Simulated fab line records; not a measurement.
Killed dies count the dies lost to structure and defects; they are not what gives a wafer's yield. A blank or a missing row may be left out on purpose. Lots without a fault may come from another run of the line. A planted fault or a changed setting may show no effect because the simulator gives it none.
Split-lot trial || flow n5 finfet || on a route of 1938 steps: 7 lots, 21 wafers read

== SPLIT DETAILS ==
At N5_BEOL_M8_TRENCH_ETCH_37 (etches SiCOH lowk in C4F6/O2, target depth 93.478 nm, time 31.2 s), the setting bias w was moved away from the recipe's 185 W on 7 of the 21 wafers read, by -16.2% to +10.4%. For the rest of the wafers, this setting stayed at what the recipe calls for.

== FROM THE SPLIT TO THE READING: what the file shows between them, 11 steps ==
- N5_BEOL_M8_ETCH_41: etches SiCN in CH3F/O2, target depth 31.9 nm, time 57.8 s
- N5_BEOL_M8_STRIP_80: strips in N2/H2, time 10 s
- N5_BEOL_M8_OCD_MEAS_38
- N5_BEOL_M8_HM_STRIP_39: strips TiN in peroxide tin strip, target depth 25 nm, time 158 s
- N5_BEOL_M8_SRD_40: time 30 s
- N5_BEOL_M8_ECD_50: material Cu, target thk 300 nm
- N5_BEOL_M8_ANNEAL_51: time 90 s
- N5_BEOL_M8_CMP_52: polishes, stops on SiCOH lowk, t overpolish 6.9 s, target thk 80 nm
- N5_BEOL_M8_THK_MEAS_53: measures by xrf
- N5_BEOL_M8_PRE_CLEAN_55: time 15 s
- N5_BEOL_M8_DEP_56: deposits SiCN from 3MS/NH3, target thk 10 nm, time 17.5 s

== THE READING ==
Measured at N5_BEOL_M8_RS_MEAS_57 by four-point probe: M8_RS, in ohm/sq. Fault-free wafers of this fab line usually give 0.287 ohm/sq, standard deviation 0.0063 ohm/sq.

{"wafer": "L074.1", "tool, chamber at the split": "rie diel-04, 1", "bias w as run, W": 185, "against the recipe": "recipe", "M8_RS, ohm/sq": 0.286, "against lot-mates on the recipe": "-"}
{"wafer": "L074.2", "tool, chamber at the split": "rie diel-04, 0", "bias w as run, W": 185, "against the recipe": "recipe", "M8_RS, ohm/sq": 0.287, "against lot-mates on the recipe": "-"}
{"wafer": "L074.5", "tool, chamber at the split": "rie diel-04, 3", "bias w as run, W": 204.2, "against the recipe": "+10.4%", "M8_RS, ohm/sq": 0.271, "against lot-mates on the recipe": -0.015}
{"wafer": "L075.1", "tool, chamber at the split": "rie diel-05, 2", "bias w as run, W": 185, "against the recipe": "recipe", "M8_RS, ohm/sq": 0.289, "against lot-mates on the recipe": "-"}
{"wafer": "L075.2", "tool, chamber at the split": "rie diel-05, 3", "bias w as run, W": 155.1, "against the recipe": "-16.2%", "M8_RS, ohm/sq": 0.311, "against lot-mates on the recipe": "+0.022"}
{"wafer": "L075.3", "tool, chamber at the split": "rie diel-05, 1", "bias w as run, W": 155.1, "against the recipe": "-16.2%", "M8_RS, ohm/sq": 0.313, "against lot-mates on the recipe": "+0.024"}
{"wafer": "L078.1", "tool, chamber at the split": "rie diel-01, 1", "bias w as run, W": 185, "against the recipe": "recipe", "M8_RS, ohm/sq": 0.285, "against lot-mates on the recipe": "-"}
{"wafer": "L078.4", "tool, chamber at the split": "rie diel-01, 2", "bias w as run, W": 170.9, "against the recipe": "-7.6%", "M8_RS, ohm/sq": 0.303, "against lot-mates on the recipe": "+0.023"}
{"wafer": "L078.5", "tool, chamber at the split": "rie diel-01, 0", "bias w as run, W": 185, "against the recipe": "recipe", "M8_RS, ohm/sq": 0.276, "against lot-mates on the recipe": "-"}
{"wafer": "L083.3", "tool, chamber at the split": "rie diel-04, 0", "bias w as run, W": 185, "against the recipe": "recipe", "M8_RS, ohm/sq": 0.291, "against lot-mates on the recipe": "-"}
{"wafer": "L083.5", "tool, chamber at the split": "rie diel-04, 2", "bias w as run, W": 185, "against the recipe": "recipe", "M8_RS, ohm/sq": 0.287, "against lot-mates on the recipe": "-"}
{"wafer": "L083.6", "tool, chamber at the split": "rie diel-04, 3", "bias w as run, W": 199.4, "against the recipe": "+7.8%", "M8_RS, ohm/sq": 0.277, "against lot-mates on the recipe": -0.012}
{"wafer": "L094.1", "tool, chamber at the split": "rie diel-05, 3", "bias w as run, W": 185, "against the recipe": "recipe", "M8_RS, ohm/sq": 0.294, "against lot-mates on the recipe": "-"}
{"wafer": "L094.2", "tool, chamber at the split": "rie diel-05, 1", "bias w as run, W": 185, "against the recipe": "recipe", "M8_RS, ohm/sq": 0.298, "against lot-mates on the recipe": "-"}
{"wafer": "L094.3", "tool, chamber at the split": "rie diel-05, 0", "bias w as run, W": 185, "against the recipe": "recipe", "M8_RS, ohm/sq": 0.291, "against lot-mates on the recipe": "-"}
{"wafer": "L096.2", "tool, chamber at the split": "rie diel-01, 0", "bias w as run, W": 185, "against the recipe": "recipe", "M8_RS, ohm/sq": 0.292, "against lot-mates on the recipe": "-"}
{"wafer": "L096.3", "tool, chamber at the split": "rie diel-01, 1", "bias w as run, W": 185, "against the recipe": "recipe", "M8_RS, ohm/sq": 0.294, "against lot-mates on the recipe": "-"}
{"wafer": "L096.4", "tool, chamber at the split": "rie diel-01, 2", "bias w as run, W": 185, "against the recipe": "recipe", "M8_RS, ohm/sq": 0.282, "against lot-mates on the recipe": "-"}
{"wafer": "L097.3", "tool, chamber at the split": "rie diel-01, 0", "bias w as run, W": 164.7, "against the recipe": "-11.0%", "M8_RS, ohm/sq": 0.296, "against lot-mates on the recipe": "+0.015"}
{"wafer": "L097.4", "tool, chamber at the split": "rie diel-01, 3", "bias w as run, W": 185, "against the recipe": "recipe", "M8_RS, ohm/sq": 0.281, "against lot-mates on the recipe": "-"}
{"wafer": "L097.5", "tool, chamber at the split": "rie diel-01, 2", "bias w as run, W": 164.7, "against the recipe": "-11.0%", "M8_RS, ohm/sq": 0.304, "against lot-mates on the recipe": "+0.023"}

THE FIT
A straight line over all 21 wafers: M8_RS changes by -0.00144 ohm/sq for each +1% of bias w; r = -0.88; the points scatter about the line by 0.0053 ohm/sq.
The same after taking each lot's own level away (the mean of its wafers on the recipe; 21 wafers): -0.00158 ohm/sq for each +1%; r = -0.94; scatter 0.0041 ohm/sq.
According to that fit, moving bias w by its largest amount changes the reading by 0.026 ohm/sq.
The lots' own levels span 0.2805 to 0.2943 ohm/sq, that is 2.2 times the standard deviation above.
So the lot-to-lot level changes the slope little: the two slopes agree.
Check: +0.0275 ohm/sq against its lot-mates is what the line predicts for one of the wafers moved furthest among these (-16.2%) when that wafer is left out of the fit. Against them it came out at +0.022 ohm/sq.
Tool readings at the split's step, against how far the setting was moved: rf vpp V r = +0.99.

== OTHER SPLITS ON THESE WAFERS ==
Before the reading, these wafers also passed through other splits. Each is held against what the fit with the lots' levels taken away leaves over:
{"other split on the same wafers": "N5_BEOL_M7_TRENCH_ETCH_37 time s", "wafers away from the commonest value": 7, "r with M8_RS (lot level and that fit taken away)": "+0.15"}
{"other split on the same wafers": "N5_BEOL_M8_VIA_ETCH_34 bias w", "wafers away from the commonest value": 5, "r with M8_RS (lot level and that fit taken away)": -0.08}

== THE WHOLE CHAIN: every reading that the file lists as answering this split, in the file's order ==
{"step": "N5_BEOL_M8_TRENCH_ETCH_37", "what it does": "etches SiCOH lowk in C4F6/O2, target depth 93.478 nm, time 31.2 s", "reading": "rf vpp V", "change (the file's fit)": "+5.95 V for each +1% of the setting", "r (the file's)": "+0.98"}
{"step": "N5_BEOL_M8_TRENCH_ETCH_37", "what it does": "etches SiCOH lowk in C4F6/O2, target depth 93.478 nm, time 31.2 s", "reading": "BEOL_M8.feature depth nm (the simulator's own value, which no gauge read)", "change (the file's fit)": "+0.331 nm for each +1% of the setting", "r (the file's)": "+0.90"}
{"step": "N5_BEOL_M8_TRENCH_ETCH_37", "what it does": "etches SiCOH lowk in C4F6/O2, target depth 93.478 nm, time 31.2 s", "reading": "etch.depth nm (the simulator's own value, which no gauge read)", "change (the file's fit)": "+0.332 nm for each +1% of the setting", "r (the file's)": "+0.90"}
{"step": "N5_BEOL_M8_OCD_MEAS_38", "what it does": "", "reading": "trench depth nm", "change (the file's fit)": "+0.344 nm for each +1% of the setting", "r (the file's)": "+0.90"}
{"step": "N5_BEOL_M8_CMP_52", "what it does": "polishes, stops on SiCOH lowk, t overpolish 6.9 s, target thk 80 nm", "reading": "Cu_of_BEOL_M8_ECD_50.thk nm (the simulator's own value, which no gauge read)", "change (the file's fit)": "+0.377 nm for each +1% of the setting", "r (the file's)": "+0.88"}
{"step": "N5_BEOL_M8_THK_MEAS_53", "what it does": "measures by xrf", "reading": "M8_THK", "change (the file's fit)": "+0.381 for each +1% of the setting", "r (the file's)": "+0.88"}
{"step": "N5_BEOL_M8_RS_MEAS_57", "what it does": "measures by four-point-probe", "reading": "M8_RS", "change (the file's fit)": "-0.00164 for each +1% of the setting", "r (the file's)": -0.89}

== THE FILE'S OWN FIT ==
M8_RS changes by -0.00164 ohm/sq for each +1% of bias w, r = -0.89.
